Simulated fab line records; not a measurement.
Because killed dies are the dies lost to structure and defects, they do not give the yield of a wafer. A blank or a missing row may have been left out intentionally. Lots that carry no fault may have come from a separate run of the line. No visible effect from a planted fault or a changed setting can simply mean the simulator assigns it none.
Problem report in the 8D (eight disciplines) form, filled by code :: flow n5-finfet :: the parts of the form that need people (team, actions taken, sign-off) are left out

## 1. THE ISSUE
At N5_BEOL_M15_COAT_60, spin-speed-rpm averages 1213.3 rpm over 6 wafers from 2 lots, while fault-free wafers read 1499.8 rpm, standard deviation 1.1. So: -99 or more standard deviations from the usual mean.
The step: time 60 s, resist thk 89 nm.
Seen first at day 14 15:01 on litho-track-04, wafer L934.3. The record holds 33 wafers of 11 lots with a number at this step. By rule, "out" or "out of limits" means more than 4 standard deviations away from the usual mean. Any other wafer with a number is counted as sound.

## 2. WHAT IT IS; WHAT IT IS NOT
question: which readings at this step
is: spin-speed-rpm
is not: chill-plate-temp-C

question: which lots
is: L934, L935
is not: L923, L924, L925, L927, L928, L937, L943, L945, L946

question: which wafers of those lots
is: all that have a number
is not: -

question: read on which tools
is: litho-track-04
is not: litho-track-02, litho-track-03

question: when
is: from day 14 15:01
is not: up to then (15 sound wafers); but 12 sound wafers of L937, L943, L945, L946 came after

## 3. WHAT RULES OUT EACH SUSPECT
Counting: a tool stays on the suspect list if, at a process step up to the reading, it processed all lots that are out and no sound lot following the first of them.
- rtp-anneal-01 at N5_BEOL_M14_ANNEAL_48 (time 90 s): ruled out as a lasting fault. Sound lots L937, L946 ran on it after its first lot that is out, L934 (day 14 12:23).
- litho-track-04 at N5_BEOL_M15_COAT_60 (time 60 s, resist thk 89 nm): kept. Every lot that is out went through it, starting with L934 (day 14 15:01), and after that it ran no sound lot; the last sound lot it ran before then is L928 (day 12 15:52). Out on those wafers are its own readings of spin-speed-rpm.
The count leaves litho-track-04 at N5_BEOL_M15_COAT_60.

## 4. THE CAUSE (what the simulator had put in)
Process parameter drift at N5_BEOL_M15_COAT_60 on litho-track-04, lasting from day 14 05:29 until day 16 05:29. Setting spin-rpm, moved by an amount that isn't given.
Only this tool survived the counting.

## 5. SEQUENCE OF EFFECTS, ordered by route
Each row: a reading where the mean over the struck wafers with a number is more than 3 standard deviations away from the usual. Only readings for which the record gives a usual standard deviation are gone through. hours: the time from each lot's start at the first step in this table that gives one to its start at this step, as a median over the lots. sigmas: the change in usual standard deviations.
hours: 0
step: N5_BEOL_M15_COAT_60
reading: spin-speed-rpm
usual: 1499.8 rpm
on struck wafers: 1213.3
change: -286.5
sigmas: -99 or more
Its process steps:
- N5_BEOL_M15_COAT_60: time 60 s, resist thk 89 nm.
At these later measuring or inspecting steps, every struck wafer for which the step has a row has a number for every such reading, and none has moved that far: N5_BEOL_M15_INSPECT_30.

## 6. HOW IT WOULD HAVE BEEN CAUGHT EARLIER
First out-of-limits reading in this record: day 14 15:01, which is 10 hours after fault onset at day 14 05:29.
